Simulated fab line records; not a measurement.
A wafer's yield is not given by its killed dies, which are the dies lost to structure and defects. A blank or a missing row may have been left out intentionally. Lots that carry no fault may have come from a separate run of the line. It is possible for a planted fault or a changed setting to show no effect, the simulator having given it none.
Matching of chambers	flow n5Finfet	4 sister chambers for N5_STI_FIN_REVEAL_STRIP_24 on rieDiel-02
The step strips in N2/H2, time 90 s. 20 wafers are shown with their chamber, then 10 later ones without.

== WAFERS, EACH WITH ITS CHAMBER ==
wafer	chamber	drypumpMotorCurrentA (A)	showerheadPlenumPTorr (Torr)	oesProductAu (a.u.)
L074.1	2	5.1	3.55	0.73
L074.5	1	5.7	3.43	0.82
L074.6	0	6.2	3.50	0.74
L079.1	1	5.7	3.42	0.81
L079.3	3	5.3	3.47	0.69
L079.4	0	6.2	3.50	0.72
L083.3	2	5.1	3.54	0.71
L083.4	1	5.8	3.42	0.80
L083.5	1	5.7	3.42	0.79
L085.1	1	5.8	3.42	0.79
L085.4	3	5.3	3.46	0.68
L085.6	0	6.2	3.49	0.71
L086.1	0	6.2	3.49	0.71
L086.2	1	5.8	3.41	0.79
L086.3	3	5.3	3.46	0.69
L087.1	1	5.8	3.41	0.79
L087.2	3	5.3	3.46	0.68
L087.4	0	6.2	3.49	0.72
L088.1	3	5.3	3.46	0.69
L088.3	1	5.8	3.41	0.79

SIGNATURES (means of the wafers above)
reading	chamber 0	chamber 1	chamber 2	chamber 3	scatter within a chamber
drypumpMotorCurrentA	6.200	5.763	5.100	5.300	0.0342
showerheadPlenumPTorr	3.4940	3.4175	3.5450	3.4620	0.00612
oesProductAu	0.7200	0.7975	0.7200	0.6860	0.0108
Rule: for each reading, subtract the chamber's mean from the wafer's reading, divide by that reading's scatter and square the result; add these up over the readings and take the root, which gives the wafer's distance from the chamber. If the next closest chamber is less than 2 further off than the closest, the wafer can't be placed; otherwise it belongs to the closest. The scatter: the root of (the sum of the squares of (reading less its chamber's mean) over the shown wafers, divided by (wafers less chambers)).

== WAFERS MISSING THEIR CHAMBER ==
wafer	drypumpMotorCurrentA (A)	showerheadPlenumPTorr (Torr)	oesProductAu (a.u.)
L088.5	5.1	3.53	0.71
L089.2	5.7	3.41	0.78
L089.3	5.1	3.53	0.70
L089.6	5.1	3.53	0.71
L093.1	5.1	3.53	0.70
L093.5	5.3	3.45	0.68
L093.6	6.2	3.48	0.70
L096.1	5.1	3.53	0.68
L096.3	6.2	3.48	0.69
L096.5	6.2	3.48	0.69

== CHAMBER TAKEN BY EACH ==
wafer	from the rows above	in truth
L088.5	2	2
L089.2	1	1
L089.3	2	2
L089.6	2	2
L093.1	2	2
L093.5	3	3
L093.6	0	0
L096.1	2	2
L096.3	0	0
L096.5	0	0
10 of 10 placed correctly. From these rows, 0 cannot be placed. Number placed wrongly: 0.
